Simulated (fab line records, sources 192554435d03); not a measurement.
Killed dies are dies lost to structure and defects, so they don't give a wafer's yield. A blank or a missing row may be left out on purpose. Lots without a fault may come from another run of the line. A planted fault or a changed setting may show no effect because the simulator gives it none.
Split-lot experiment | flow n5_finfet | 7 lots, 21 wafers read, on a route of 1938 steps

THE SPLIT
At N5_BEOL_M3_COAT_67 (time 60 s, resist thk 60 nm), the setting spin_rpm was moved away from the recipe's 1500 rpm on 9 of the 21 wafers read, by -10.5% to +11.3%. The other wafers ran this setting at the recipe's value.

FROM THE SPLIT TO THE READING: what the file shows between them, 11 steps
- N5_BEOL_M3_COAT_22: resist thk 30 nm (also split here: spin_rpm)
- N5_BEOL_M3_EBR_24
- N5_BEOL_M3_SOFTBAKE_23: time 60 s
- N5_BEOL_M3_EXPOSE_25: exposes mask V2, defocus 5 nm
- N5_BEOL_M3_PEB_26: peb time 60 s
- N5_BEOL_M3_DEVELOP_27: develop time 30 s
- N5_BEOL_M3_ALD_98: deposits SiO2, target thk 2.5 nm, pulse time 1 s, co reactant pulse time 1 s
- N5_BEOL_M3_ETCHBACK_99: etches SiO2 in CHF3, target depth 5 nm, time 10.4 s
- N5_BEOL_M3_ETCH_70: etches SOC in N2/H2, target depth 80 nm, overetch 16 nm, time 120 s
- N5_BEOL_M3_STRIP_71: strips in N2/H2
- N5_BEOL_M3_STRIP_78: strips in N2/H2

THE READING
SOC_of_BEOL_M3_COAT_67.thk_nm (the simulator's own value, which no gauge read), in nm, at N5_BEOL_M3_VIA_ETCH_34 (etches the open film in C4F6/O2, target depth 69.4 nm, time 65.9 s). The file gives no usual value for it. The 12 wafers here that ran the recipe average 51.7 nm, standard deviation 0.22 nm.

wafer  | tool, chamber at the split | spin_rpm as run, rpm | against the recipe | SOC_of_BEOL_M3_COAT_67.thk_nm, nm | against lot-mates on the recipe
L074.1 | litho_track-03, 0          | 1500                 | recipe             | 51.4                              | -
L074.2 | litho_track-03, 0          | 1500                 | recipe             | 51.8                              | -
L074.4 | litho_track-03, 0          | 1669                 | +11.3%             | 48.6                              | -3.0
L075.3 | litho_track-03, 0          | 1500                 | recipe             | 52                                | -
L075.4 | litho_track-03, 0          | 1640                 | +9.3%              | 49.2                              | -2.8
L075.5 | litho_track-03, 0          | 1640                 | +9.3%              | 49.2                              | -2.8
L076.1 | litho_track-02, 0          | 1500                 | recipe             | 52                                | -
L076.4 | litho_track-02, 0          | 1430                 | -4.7%              | 52.8                              | +0.8
L076.5 | litho_track-02, 0          | 1430                 | -4.7%              | 53.4                              | +1.4
L077.1 | litho_track-03, 0          | 1500                 | recipe             | 51.6                              | -
L077.3 | litho_track-03, 0          | 1500                 | recipe             | 51.8                              | -
L077.6 | litho_track-03, 0          | 1500                 | recipe             | 51.8                              | -
L080.4 | litho_track-03, 0          | 1342                 | -10.5%             | 54.8                              | +3.2
L080.5 | litho_track-03, 0          | 1342                 | -10.5%             | 55.6                              | +4.0
L080.6 | litho_track-03, 0          | 1500                 | recipe             | 51.6                              | -
L083.1 | litho_track-01, 0          | 1628                 | +8.5%              | 49                                | -2.4
L083.2 | litho_track-01, 0          | 1500                 | recipe             | 51.4                              | -
L083.6 | litho_track-01, 0          | 1628                 | +8.5%              | 49.2                              | -2.2
L090.4 | litho_track-01, 0          | 1500                 | recipe             | 51.4                              | -
L090.5 | litho_track-01, 0          | 1500                 | recipe             | 51.6                              | -
L090.6 | litho_track-01, 0          | 1500                 | recipe             | 52                                | -

THE FIT
A straight line over all 21 wafers: SOC_of_BEOL_M3_COAT_67.thk_nm changes by -0.3 nm for each +1% of spin_rpm; r = -0.99; the points scatter about the line by 0.28 nm.
The same after taking each lot's own level away (the mean of its wafers on the recipe; 21 wafers): -0.298 nm for each +1%; r = -0.99; scatter 0.29 nm.
On that fit, the largest move of spin_rpm shifts the reading by 3.4 nm.
The lots' own levels span 51.40 to 52.00 nm, that is 2.7 times the standard deviation above.
So the lot-to-lot level changes the slope little: the two slopes agree.
Check: with one of the wafers moved furthest among these (+11.3%) left out of the fit, the line predicts -3.38 nm for it against its lot-mates. It came out at -3 nm against them.

OTHER SPLITS ON THESE WAFERS
These wafers also went through other splits before the reading. Each is held against what the fit with the lots' levels taken away leaves over:
other split on the same wafers | wafers away from the commonest value | r with SOC_of_BEOL_M3_COAT_67.thk_nm (lot level and that fit taken away)
N5_BEOL_M2_COAT_22 spin_rpm    | 7                                    | -0.09
N5_BEOL_M3_COAT_22 spin_rpm    | 8                                    | +0.09

THE WHOLE CHAIN: every reading that the file lists as answering this split, in the file's order
step                   | what it does                                                        | reading                                                                        | change (the file's fit)               | r (the file's)
N5_BEOL_M3_COAT_67     | time 60 s, resist thk 60 nm                                         | SOC_of_BEOL_M3_COAT_67.thk_nm (the simulator's own value, which no gauge read) | -0.298 nm for each +1% of the setting | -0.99
N5_BEOL_M3_ETCH_70     | etches SOC in N2/H2, target depth 80 nm, overetch 16 nm, time 120 s | etch.depth_nm (the simulator's own value, which no gauge read)                 | -0.299 nm for each +1% of the setting | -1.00
N5_BEOL_M3_VIA_ETCH_34 | etches the open film in C4F6/O2, target depth 69.4 nm, time 65.9 s  | SOC_of_BEOL_M3_COAT_67.thk_nm (the simulator's own value, which no gauge read) | -0.292 nm for each +1% of the setting | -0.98

THE FILE'S OWN FIT
SOC_of_BEOL_M3_COAT_67.thk_nm changes by -0.292 nm for each +1% of spin_rpm, r = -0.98.
